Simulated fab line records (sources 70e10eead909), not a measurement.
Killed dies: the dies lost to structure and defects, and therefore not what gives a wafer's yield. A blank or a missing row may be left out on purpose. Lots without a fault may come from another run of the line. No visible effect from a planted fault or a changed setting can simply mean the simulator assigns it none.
fab line records	flow nandHarc	part 2 of 2: steps 5 to 6 of 6
record: lots: 23	wafers: 69	lastDay: 34
route steps=1302 shown A_STAIRCASE@670
lots that met no fault: from a run of the same line without faults
startH: the number of hours between the record's first day and the start of the first shown wafer of the lot	waitH: how many hours have passed since the lot's step before this one	" repeats the value in the row above	L1.1+2: a row that stands for several wafers	- either no value or no given start	* or withheld: withheld	< > ~ a bound
route shown NAME@n: a module of which the file shows steps, and the number in the route of the first	usual: mean/standard deviation taken from wafers without a fault	same: alike in all rows	chamber/n: place in a boat	sites: each site's reading	_std_site: how widely they spread, as a standard deviation	_edge_site: inner sites' mean taken away from outer sites' mean	radiusMm: for every site, how far away it sits from the centre of the wafer	mask NAME#n: copy n	behind: the tool/chamber that last shaped the wafer	hold: why the lot went on hold/how many hours it stayed there/how the hold came to an end	device: names the non-switching transistor (n, p or np)	end of line: the tests these same wafers got at the end of their route	step lacking rows: just its recipe	killed: dies lost to structure and defects at the first sort, not the wafer's yield	map: the dies of a wafer, with x for killed, . for not killed, _ for no die there
set.NAME: the setting that was run; set.NAME@STEP: the one run at that earlier step	model.NAME: the simulator's own value behind a step, which no gauge read
steps of the route over a sample of lots; a table a step, a row a wafer
services: from which hour (startH, from the record's first day; less than 0 if before it) a tool's chamber was out of use, for how many hours, and why
== steps ==
step: NHARC_A_STAIRCASE_TRIM_191
recipe: timeS: 211.2	o2FlowSccm: 500	arFlowSccm: 0	biasW: 0	chemistry: O2
usual: drypumpMotorCurrentA: 5.9/0.31	oesProductAu: 1.003/0.01	rfVppV: 57.8/0.92	showerheadPlenumPTorr: 3.59/0.13	throttleValvePct: 17.037/0.0092
lot.wafer	tool	chamber	startH	waitH	drypumpMotorCurrentA	oesProductAu	rfHoursCounterH	rfVppV	showerheadPlenumPTorr	throttleValvePct
L074.2	rieDiel-02	0	-	-	6.1	0.990	43	57.8	3.75	17.047
L074.1	"	3	"	"	5.3	1.009	44	57.6	3.66	17.047
L074.5	"	1	"	"	5.7	0.985	-	57.4	3.38	17.039
L075.4	rieDiel-09	0	-	-	6.0	1.013	15	57.9	3.66	17.052
L075.6	"	1	"	"	5.9	0.995	-	57.6	3.44	17.037
L075.5	"	2	"	"	6.5	1.006	-	55.5	3.55	17.040
L077.1	rieDiel-02	0	-	-	6.2	1.000	52	57.9	3.74	17.039
L077.4	"	1	"	"	5.7	0.988	50	56.6	3.37	17.044
L077.5	"	2	"	"	5.8	0.988	-	56.0	3.45	17.035
L076.3	rieDiel-09	0	-	-	6.0	1.012	17	58.2	3.65	17.028
L076.4	"	2	"	"	6.4	0.996	17	56.7	3.54	17.045
L076.6	"	3	"	"	5.8	1.009	-	58.5	3.76	17.034
L078.4	rieDiel-02	1	-	-	5.6	1.000	2	56.7	3.37	17.045
L078.5	"	3	"	"	5.3	1.004	-	58.3	3.65	17.035
L078.6	"	0	"	"	6.1	1.009	-	57.4	3.74	17.028
L079.1	rieDiel-09	0	-	-	6.0	1.009	31	56.7	3.65	17.027
L079.4	"	2	"	"	6.5	1.011	-	57.6	3.54	17.023
L079.5	"	0	"	"	6.0	1.012	-	58.0	3.65	17.019
L081.3	rieDiel-09	2	-	-	6.5	0.988	31	57.9	3.54	17.039
L081.2	"	1	"	"	5.9	1.012	22	56.9	3.44	17.048
L081.6	"	3	"	"	5.9	1.012	-	57.5	3.75	17.027
L080.3	rieDiel-09	1	-	-	5.9	0.996	22	58.1	3.44	17.035
L080.4	"	3	"	"	5.9	1.022	41	57.4	3.75	17.027
L080.6	"	0	"	"	6.0	1.009	-	59.7	3.64	17.041
L082.3	rieDiel-09	1	-	-	5.9	1.022	27	57.2	3.43	17.052
L082.1	"	2	"	"	6.4	1.006	36	58.6	3.53	17.035
L082.5	"	1	"	"	5.8	1.013	-	57.1	3.43	17.017
L083.1	rieDiel-02	0	-	-	6.1	1.008	19	59.5	3.73	17.041
L083.2	"	3	"	"	5.3	0.996	16	57.7	3.64	17.028
L083.6	"	1	"	"	5.7	0.990	-	57.5	3.36	17.053
L084.2	rieDiel-09	0	-	-	6.0	1.009	47	58.1	3.64	17.016
L084.4	"	1	"	"	5.9	1.014	34	56.8	3.43	17.042
L084.3	"	3	"	"	5.8	1.021	50	56.8	3.75	17.041
L086.1	rieDiel-02	0	-	-	6.1	1.010	25	58.3	3.73	17.034
L086.6	"	3	"	"	5.3	1.008	-	57.8	3.64	17.049
L086.5	"	0	"	"	6.1	1.007	-	57.1	3.73	17.045
L085.2	rieDiel-12	3	-	-	5.9	0.996	8	59.2	3.80	17.028
L085.1	"	1	"	"	5.9	1.000	10	57.7	3.56	17.036
L085.4	"	0	"	"	5.7	0.999	-	57.5	3.55	17.046
L087.1	rieDiel-02	0	-	-	6.1	1.006	38	58.7	3.72	17.053
L087.5	"	3	"	"	5.3	1.011	-	58.7	3.64	17.039
L087.6	"	0	"	"	6.2	1.007	-	57.2	3.72	17.044
L089.2	rieDiel-02	3	-	-	5.3	1.009	34	57.1	3.63	17.043
L089.3	"	0	"	"	6.1	0.994	40	58.4	3.72	17.041
L089.5	"	2	"	"	5.8	0.994	-	56.6	3.43	17.032
L090.1	rieDiel-02	1	-	-	5.6	1.000	43	58.8	3.35	17.031
L090.2	"	2	"	"	5.8	0.991	37	57.3	3.43	17.050
L090.5	"	0	"	"	6.2	1.003	-	57.8	3.72	17.044
L091.2	rieDiel-09	1	-	-	5.9	0.990	11	56.2	3.42	17.034
L091.4	"	2	"	"	6.5	1.008	10	58.0	3.52	17.032
L091.5	"	1	"	"	5.9	1.000	-	56.3	3.42	17.040
L093.1	rieDiel-02	0	-	-	6.1	0.996	48	58.3	3.71	17.046
L093.4	"	1	"	"	5.7	0.992	49	56.6	3.34	17.038
L093.6	"	0	"	"	6.1	1.000	-	57.6	3.71	17.043
L092.3	rieDiel-12	2	-	-	5.7	1.008	24	60.0	3.60	17.036
L092.1	"	0	"	"	5.7	1.001	30	57.4	3.54	17.028
L092.2	"	1	"	"	5.9	1.000	32	58.8	3.55	17.056
L094.3	rieDiel-12	0	-	-	5.7	1.005	36	56.7	3.53	17.031
L094.4	"	1	"	"	5.9	1.002	38	57.4	3.55	17.014
L094.5	"	2	"	"	5.7	1.009	-	56.3	3.60	17.040
L095.2	rieDiel-09	1	-	-	5.9	0.999	19	58.4	3.41	17.055
L095.4	"	3	"	"	5.9	1.006	-	57.7	3.73	17.036
L095.6	"	1	"	"	5.9	1.005	-	56.9	3.42	17.037
L096.2	rieDiel-12	0	-	-	5.7	1.012	48	57.4	3.53	17.046
L096.4	"	3	"	"	5.9	1.000	-	57.7	3.78	17.042
L096.6	"	0	"	"	5.7	1.005	-	58.7	3.53	17.046
L097.4	rieDiel-02	2	-	-	5.8	1.018	1	57.5	3.42	17.042
L097.5	"	2	"	"	5.8	1.028	-	58.2	3.42	17.031
L097.6	"	3	"	"	5.3	0.990	-	58.2	3.62	17.032
step: NHARC_A_STAIRCASE_STRIP_205
recipe: powerW: 1500	tempC: 250	chemistry: O2
usual: drypumpMotorCurrentA: 5.8/0.4	heaterPowerW: 328/24
lot.wafer	tool	chamber	startH	waitH	drypumpMotorCurrentA	heaterPowerW	rfHoursCounterH
L074.2	plasmaAsher-01	1	354.93	0.2	5.2	353	0
L074.1	"	0	"	"	5.8	354	0
L074.5	"	1	"	"	5.2	351	-
L075.4	plasmaAsher-01	0	374.32	0.3	5.8	349	-
L075.5	"	0	"	"	5.8	352	-
L075.6	"	1	"	"	5.2	349	-
L077.1	plasmaAsher-01	1	381.68	0.1	5.2	356	8
L077.4	"	0	"	"	5.8	359	-
L077.5	"	1	"	"	5.2	350	-
L076.4	plasmaAsher-02	1	381.87	0.2	6.3	298	-
L076.3	"	0	"	"	6.0	308	-
L076.6	"	0	"	"	6.0	301	-
L078.4	plasmaAsher-02	0	407.75	0.3	6.0	291	-
L078.5	"	1	"	"	6.3	291	-
L078.6	"	0	"	"	6.0	300	-
L079.1	plasmaAsher-02	0	411.15	0.1	6.0	297	31
L079.4	"	0	"	"	6.0	306	-
L079.5	"	1	"	"	6.3	302	-
L081.2	plasmaAsher-01	0	426.44	0.1	5.8	359	16
L081.3	"	0	"	"	5.8	360	-
L081.6	"	0	"	"	5.8	358	-
L080.4	plasmaAsher-01	0	426.77	0.3	5.8	358	-
L080.3	"	1	"	"	5.2	358	-
L080.6	"	1	"	"	5.2	357	-
L082.1	plasmaAsher-02	1	450.46	0.1	6.3	314	2
L082.3	"	0	"	"	6.0	302	-
L082.5	"	0	"	"	6.0	304	-
L083.2	plasmaAsher-02	1	461.62	0.1	6.3	309	5
L083.1	"	0	"	"	6.0	314	5
L083.6	"	0	"	"	6.0	314	-
L084.2	plasmaAsher-01	0	461.69	0.1	5.8	358	25
L084.4	"	0	"	"	5.8	360	-
L084.3	"	1	"	"	5.2	361	-
L086.1	plasmaAsher-01	1	476.70	0.1	5.2	352	28
L086.6	"	1	"	"	5.2	350	-
L086.5	"	0	"	"	5.8	350	-
L085.1	plasmaAsher-02	0	480.98	0.1	6.0	308	10
L085.2	"	1	"	"	6.3	306	10
L085.4	"	0	"	"	6.0	312	-
L087.1	plasmaAsher-02	0	507.04	0.1	6.0	304	14
L087.6	"	0	"	"	6.0	307	-
L087.5	"	1	"	"	6.3	312	-
L089.2	plasmaAsher-01	0	511.67	0.1	5.8	351	34
L089.3	"	1	"	"	5.2	344	-
L089.5	"	0	"	"	5.8	352	-
L090.1	plasmaAsher-02	1	520.57	0.2	6.3	314	19
L090.2	"	0	"	"	6.0	301	19
L090.5	"	1	"	"	6.3	316	-
L091.2	plasmaAsher-02	0	533.76	0.1	6.0	299	22
L091.4	"	1	"	"	6.3	307	-
L091.5	"	0	"	"	6.0	301	-
L093.1	plasmaAsher-01	1	541.41	0.1	5.2	354	2
L093.4	"	0	"	"	5.8	334	-
L093.6	"	1	"	"	5.2	362	-
L092.2	plasmaAsher-02	1	541.67	0.1	6.3	317	23
L092.1	"	0	"	"	6.0	310	23
L092.3	"	1	"	"	6.3	300	-
L094.4	plasmaAsher-01	0	559.53	0.2	5.8	347	-
L094.3	"	1	"	"	5.2	349	-
L094.5	"	0	"	"	5.8	339	-
L095.2	plasmaAsher-02	0	575.21	0.1	6.0	307	30
L095.4	"	0	"	"	6.0	303	-
L095.6	"	0	"	"	6.0	308	-
L096.2	plasmaAsher-01	1	586.72	0.1	5.2	347	12
L096.4	"	0	"	"	5.8	336	-
L096.6	"	0	"	"	5.8	342	-
L097.4	plasmaAsher-01	0	587.30	0.2	5.8	348	-
L097.6	"	0	"	"	5.8	330	-
L097.5	"	1	"	"	5.2	338	-
== services ==
tool	chamber	startH	hours	kind
plasmaAsher-02	-	329.45	2.8	repair
rieDiel-09	1	343.46	7.0	repair
rieDiel-02	0	347.79	-	clean
rieDiel-02	1	347.79	-	clean
rieDiel-02	2	347.79	-	clean
rieDiel-02	3	347.79	-	clean
rieDiel-09	1	351.65	5.3	repair
rieDiel-02	0	372.29	-	clean
rieDiel-02	1	372.29	-	clean
rieDiel-02	2	372.29	-	clean
rieDiel-02	3	372.29	-	clean
rieDiel-09	2	384.43	16.1	repair
rieDiel-02	-	393.85	9.0	pm
plasmaAsher-02	-	426.00	9.0	pm
rieDiel-12	-	445.96	9.0	pm
plasmaAsher-01	-	464.71	2.0	repair
rieDiel-12	2	474.63	9.5	repair
rieDiel-09	1	490.75	10.6	repair
rieDiel-09	0	497.32	16.6	repair
rieDiel-09	-	497.91	9.0	pm
plasmaAsher-01	-	519.75	9.0	pm
plasmaAsher-02	-	561.50	2.7	repair
rieDiel-09	0	566.90	9.3	repair
rieDiel-02	-	570.88	9.0	pm
